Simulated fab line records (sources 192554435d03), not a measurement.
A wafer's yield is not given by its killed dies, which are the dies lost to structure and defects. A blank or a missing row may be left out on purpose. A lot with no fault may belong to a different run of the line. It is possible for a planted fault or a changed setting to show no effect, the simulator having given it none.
Matching of chambers || flow n5-finfet || 4 sister chambers for N5_BEOL_M11_DESCUM_16 on rie-diel-05
The step chemistry O2, time 7.9 s. 4 wafers are shown with their chamber, then 12 later ones without.

== WAFERS WITH THEIR CHAMBER ==
{"wafer": "L088.6", "chamber": 3, "showerhead-plenum-p-Torr (Torr)": 2.21}
{"wafer": "L089.6", "chamber": 0, "showerhead-plenum-p-Torr (Torr)": 2.00}
{"wafer": "L090.5", "chamber": 2, "showerhead-plenum-p-Torr (Torr)": 2.10}
{"wafer": "L090.6", "chamber": 1, "showerhead-plenum-p-Torr (Torr)": 2.06}

== WAFERS WITH NO CHAMBER GIVEN ==
{"wafer": "L091.1", "showerhead-plenum-p-Torr (Torr)": 2.06}
{"wafer": "L091.4", "showerhead-plenum-p-Torr (Torr)": 2.21}
{"wafer": "L091.5", "showerhead-plenum-p-Torr (Torr)": 2.00}
{"wafer": "L092.1", "showerhead-plenum-p-Torr (Torr)": 2.06}
{"wafer": "L092.2", "showerhead-plenum-p-Torr (Torr)": 2.21}
{"wafer": "L092.4", "showerhead-plenum-p-Torr (Torr)": 2.10}
{"wafer": "L094.4", "showerhead-plenum-p-Torr (Torr)": 1.99}
{"wafer": "L094.5", "showerhead-plenum-p-Torr (Torr)": 2.10}
{"wafer": "L094.6", "showerhead-plenum-p-Torr (Torr)": 2.21}
{"wafer": "L097.3", "showerhead-plenum-p-Torr (Torr)": 2.05}
{"wafer": "L097.4", "showerhead-plenum-p-Torr (Torr)": 1.99}
{"wafer": "L097.6", "showerhead-plenum-p-Torr (Torr)": 2.05}

== EACH ONE'S CHAMBER ==
{"wafer": "L091.1", "from the rows above": 1, "in truth": 1}
{"wafer": "L091.4", "from the rows above": 3, "in truth": 3}
{"wafer": "L091.5", "from the rows above": 0, "in truth": 0}
{"wafer": "L092.1", "from the rows above": 1, "in truth": 1}
{"wafer": "L092.2", "from the rows above": 3, "in truth": 3}
{"wafer": "L092.4", "from the rows above": 2, "in truth": 2}
{"wafer": "L094.4", "from the rows above": 0, "in truth": 0}
{"wafer": "L094.5", "from the rows above": 2, "in truth": 2}
{"wafer": "L094.6", "from the rows above": 3, "in truth": 3}
{"wafer": "L097.3", "from the rows above": 1, "in truth": 1}
{"wafer": "L097.4", "from the rows above": 0, "in truth": 0}
{"wafer": "L097.6", "from the rows above": 1, "in truth": 1}
12 of 12 placed correctly. From these rows, 0 cannot be placed. 0 placed wrongly.
How it was worked out, from the rows above alone: a wafer's distance from a chamber is the root of the sum, over the readings, of the square of ((its reading less the chamber's mean) divided by the reading's scatter). The wafer belongs to the nearest chamber; if the next one is less than 2 further off, it can't be placed. Each chamber's mean is taken over the wafers shown for it. The scatter: with one shown wafer a chamber, the root of the mean of the squares of how far each hidden wafer lies from its nearest shown one.
